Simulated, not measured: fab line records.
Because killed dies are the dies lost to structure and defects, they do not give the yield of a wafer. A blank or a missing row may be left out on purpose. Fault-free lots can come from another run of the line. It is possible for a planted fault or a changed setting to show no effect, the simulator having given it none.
Split-lot trial    flow n5_finfet    route with 1938 steps; 7 lots, 21 wafers read

== THE SPLIT ==
At N5_SDB_COAT_03 (time 60 s, resist thk 100 nm), the setting spin_rpm was moved away from the recipe's 1500 rpm on 9 of the 21 wafers read, by -7.9% to +7.1%. For the rest of the wafers, this setting stayed at what the recipe calls for.

== FROM THE SPLIT TO THE READING: what the file shows between them, 8 steps ==
- N5_SDB_COAT_04: time 60 s, resist thk 18 nm (also split here: time_s)
- N5_SDB_COAT_05: resist thk 90 nm
- N5_SDB_EBR_07
- N5_SDB_DESCUM_16: chemistry O2, time 7.9 s
- N5_SDB_ETCH_17: etches SiARC in CF4, target depth 23.4 nm, time 39 s
- N5_SDB_ETCH_18: etches SOC in N2/H2, target depth 100 nm, overetch 20 nm, time 150 s
- N5_SDB_STRIP_19: strips in N2/H2
- N5_SDB_STRIP_21: strips in CF4

== THE READING ==
SOC_of_SDB_COAT_03.thk_nm (the simulator's own value, which no gauge read), in nm, at N5_SDB_HM_OPEN_20 (chemistry CH3F/O2, target SiNx, stops on poly-Si, target depth 24 nm). The file gives no usual value for it. Here, 12 wafers ran the recipe; their average is 84.0 nm with a standard deviation of 0.33 nm.

wafer   tool, chamber at the split  spin_rpm as run, rpm  against the recipe  SOC_of_SDB_COAT_03.thk_nm, nm  against lot-mates on the recipe
L074.2  litho_track-05, 0           1500                  recipe              83.8                           -
L074.6  litho_track-05, 0           1500                  recipe              83.8                           -
L074.3  litho_track-05, 0           1500                  recipe              84.4                           -
L079.2  litho_track-01, 0           1500                  recipe              84                             -
L079.4  litho_track-01, 0           1500                  recipe              84.4                           -
L079.6  litho_track-01, 0           1606                  +7.1%               80.4                           -3.8
L084.2  litho_track-01, 0           1569                  +4.6%               82.6                           -1.8
L084.3  litho_track-01, 0           1569                  +4.6%               82                             -2.4
L084.6  litho_track-01, 0           1500                  recipe              84.4                           -
L089.1  litho_track-01, 0           1500                  recipe              84.2                           -
L089.2  litho_track-01, 0           1559                  +3.9%               82.6                           -1.2
L089.6  litho_track-01, 0           1500                  recipe              83.4                           -
L091.1  litho_track-03, 0           1603                  +6.9%               80.6                           -3.3
L091.2  litho_track-03, 0           1500                  recipe              83.6                           -
L091.5  litho_track-03, 0           1500                  recipe              84.2                           -
L092.1  litho_track-03, 0           1500                  recipe              83.8                           -
L092.3  litho_track-03, 0           1382                  -7.9%               87.8                           +4.0
L092.6  litho_track-03, 0           1382                  -7.9%               88.4                           +4.6
L096.2  litho_track-05, 0           1500                  recipe              84.4                           -
L096.4  litho_track-05, 0           1445                  -3.7%               85                             +0.6
L096.5  litho_track-05, 0           1445                  -3.7%               86                             +1.6

FIT RESULTS
A straight line over all 21 wafers: SOC_of_SDB_COAT_03.thk_nm changes by -0.477 nm for each +1% of spin_rpm; r = -0.98; the points scatter about the line by 0.41 nm.
The same after taking each lot's own level away (the mean of its wafers on the recipe; 21 wafers): -0.489 nm for each +1%; r = -0.98; scatter 0.44 nm.
That fit puts the effect of the largest move of spin_rpm on the reading at 3.8 nm.
Measured against the standard deviation above, the lots' own levels, which go from 83.80 to 84.40 nm, span 1.8 times it.
So the lot-to-lot level changes the slope little: the two slopes agree.
Check: +3.81 nm against its lot-mates is what the line predicts for one of the wafers moved furthest among these (-7.9%) when that wafer is left out of the fit. It came out at +4 nm against them.

== THE OTHER SPLITS THESE WAFERS WENT THROUGH ==
Before the reading, these wafers also passed through other splits. Each is held against what the fit with the lots' levels taken away leaves over:
other split on the same wafers  wafers away from the commonest value  r with SOC_of_SDB_COAT_03.thk_nm (lot level and that fit taken away)
N5_WELL_APT_COAT_02 spin_rpm    6                                     +0.05
N5_FIN_CUT_EXPOSE_05 dose_mj    5                                     -0.44
N5_DUMMY_GATE_COAT_28 spin_rpm  6                                     -0.07
N5_SD_EPI_P_EPI_21 time_s       12                                    -0.02
N5_SD_ACTIVATION_LSA_01 temp_c  10                                    +0.05
N5_SDB_COAT_04 time_s           5                                     +0.11

== THE WHOLE CHAIN: every reading that the file lists as answering this split, in the file's order ==
step               what it does                                                          reading                                                                     change (the file's fit)                r (the file's)
N5_SDB_COAT_03     time 60 s, resist thk 100 nm                                          SOC_of_SDB_COAT_03.thk_nm (the simulator's own value, which no gauge read)  -0.504 nm for each +1% of the setting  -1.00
N5_SDB_ETCH_18     etches SOC in N2/H2, target depth 100 nm, overetch 20 nm, time 150 s  etch.depth_nm (the simulator's own value, which no gauge read)              -0.501 nm for each +1% of the setting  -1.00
N5_SDB_HM_OPEN_20  chemistry CH3F/O2, target SiNx, stops on poly-Si, target depth 24 nm  SOC_of_SDB_COAT_03.thk_nm (the simulator's own value, which no gauge read)  -0.487 nm for each +1% of the setting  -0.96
N5_SDB_STRIP_22    strips in N2/H2                                                       strip_time_to_endpoint_s                                                    withheld for each +1% of the setting   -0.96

== THE FILE'S OWN FIT ==
SOC_of_SDB_COAT_03.thk_nm changes by -0.487 nm for each +1% of spin_rpm, r = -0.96.
